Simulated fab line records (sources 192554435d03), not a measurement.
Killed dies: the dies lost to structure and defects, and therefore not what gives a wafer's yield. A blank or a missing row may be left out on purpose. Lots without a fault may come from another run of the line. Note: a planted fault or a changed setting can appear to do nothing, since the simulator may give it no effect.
A struck lot beside a sound one ; flow n5_finfet ; 40 steps out of a route of 1938
Sound: these wafers, L586.1, L586.5, L586.6. Wafers struck: L596.2, L596.6. The cause comes at the end.
At each step with rows: each side's tool, then ch and its chambers, then its first start. Under that, the readings that differ: sound wafers ; struck wafers ; difference of the means ; sigmas: that difference in standard deviations of wafers without a fault.
alike: readings whose means differ by less than 2 such deviations, and words and numbers that are the same on both sides. not compared: withheld readings, readings that some wafer has no value for, bounds like >300 that may hide the same value, and numbers for which the record gives no deviation and whose values overlap.
The two part at a step that has a row with sigmas, a row that says differs or no value, or rows on one side only. Numbers that don't overlap but have no deviation are shown without sigmas and don't part them. A reading that every wafer of one side lacks parts them only if that side has two wafers or more.

first, 11 steps without rows for these wafers: N5_BEOL_M3_SPUTTER_90 (material Cu, target thk 4.5 nm, time 8.29 s); N5_BEOL_M3_ANNEAL_91 (time 240 s); N5_BEOL_M3_SPUTTER_92 (material Cu, target thk 4.5 nm, time 8.29 s); N5_BEOL_M3_ANNEAL_93 (time 240 s); N5_BEOL_M3_SPUTTER_94 (material Cu, target thk 4.5 nm, time 8.29 s); N5_BEOL_M3_ANNEAL_95 (time 240 s); N5_BEOL_M3_SPUTTER_96 (material Cu, target thk 4.5 nm, time 8.29 s); N5_BEOL_M3_ECD_50 (material Cu, target thk 300 nm); N5_BEOL_M3_ANNEAL_51 (time 90 s); N5_BEOL_M3_CMP_52 (polishes, stops on SiOC, t overpolish 6.8 s, target thk 40 nm); N5_BEOL_M3_PRE_CLEAN_60 (time 15 s).
N5_BEOL_M3_CO_CAP_55: material Co, precursor CCTBA/H2, target thk 2 nm, time 102.1 s.
  sound on cvd_co-01 ch 1,2, day 10 11:35; struck on cvd_co-01 ch 1, day 12 16:43
  alike: heater_power_w
then, 2 steps without rows for these wafers: N5_BEOL_M3_PRE_CLEAN_56 (time 15 s); N5_BEOL_M3_DEP_57 (deposits SiCN from 3MS/NH3, target thk 8 nm, time 14 s).
N5_BEOL_M3_INSPECT_59: inspects for defects (darkfield).
  sound: defect_inspect-02 at day 10 11:47; struck: defect_inspect-01 at day 12 16:55
reading;sound;struck;difference;sigmas
raw_defect_count;86 86 114;395 409;+307;+13
then, 12 steps without rows for these wafers: N5_BEOL_M4_ILD_DEP_00 (deposits SiOC from DEMS/O2, target thk 79 nm, time 15.3 s); N5_BEOL_M4_PECVD_72 (deposits SiO2 from TEOS/O2, target thk 16 nm, time 18 s); N5_BEOL_M4_HM_DEP_02 (deposits TiN, target thk 20 nm); N5_BEOL_M4_COAT_61 (time 60 s, resist thk 60 nm); N5_BEOL_M4_COAT_62 (time 60 s, resist thk 12 nm); N5_BEOL_M4_COAT_73 (time 60 s, resist thk 5 nm); N5_BEOL_M4_COAT_05 (resist thk 30 nm); N5_BEOL_M4_EBR_07; N5_BEOL_M4_SOFTBAKE_06 (time 60 s); N5_BEOL_M4_EXPOSE_08 (exposes mask M4); N5_BEOL_M4_PEB_09 (peb time 60 s); N5_BEOL_M4_DEVELOP_10 (develop time 30 s).
N5_BEOL_M4_INSPECT_13: inspects for defects (brightfield).
  sound: defect_inspect-01 at day 10 13:22; struck: defect_inspect-01 at day 12 18:02
reading;sound;struck;difference;sigmas
raw_defect_count;397 480 456;777 905;+397;+5
then, 9 steps without rows for these wafers: N5_BEOL_M4_DESCUM_16 (chemistry O2, time 7 s); N5_BEOL_M4_ETCH_74 (etches underlayer in N2/H2, target depth 6.5 nm, time 5.2 s); N5_BEOL_M4_ETCH_63 (etches SiARC in CF4, target depth 15.6 nm, time 26 s); N5_BEOL_M4_ETCH_64 (etches SOC in N2/H2, target depth 75 nm, overetch 22.5 nm, time 121.9 s); N5_BEOL_M4_STRIP_65 (strips in N2/H2); N5_BEOL_M4_STRIP_75 (strips in N2/H2); N5_BEOL_M4_STRIP_66 (strips in CF4); N5_BEOL_M4_HM_OPEN_17 (chemistry Cl2/BCl3, target TiN, target depth 20 nm, overetch 6 nm); N5_BEOL_M4_STRIP_19 (strips in O2).
N5_BEOL_M4_INSPECT_30: inspects for defects (brightfield).
  sound: defect_inspect-01 at day 10 14:22; struck: defect_inspect-01 at day 12 18:56
reading;sound;struck;difference;sigmas
raw_defect_count;388 457 455;757 899;+395;+5
N5_BEOL_M4_RC_MEAS_101:
  sound on prober-01 ch 0, day 11 04:55; struck on prober-02 ch 0, day 13 15:53
reading;sound;struck;difference;sigmas
VT_P (mV);-243 -247 -247;-254 -252;-7;-2
  alike: DIBL_N, DIBL_P, IOFF_N, IOFF_P, ION_N, ION_P, SS_N, SS_P, VT_N
-- the record jumps here: 4 days lie between the struck wafers' starts before and after (it left off in module BEOL_M4 and takes up again in module PASSIVATION, whose first step shown is number 1936 of the route) --
N5_PASSIVATION_PROBE_49:
  rows exist in the record for the struck wafers here (prober-02, day 18 02:50), but not for the sound ones

## WHERE THEY PART
First at N5_BEOL_M3_INSPECT_59; last, within this record, at N5_PASSIVATION_PROBE_49.

WHY: what had been put in by the simulator
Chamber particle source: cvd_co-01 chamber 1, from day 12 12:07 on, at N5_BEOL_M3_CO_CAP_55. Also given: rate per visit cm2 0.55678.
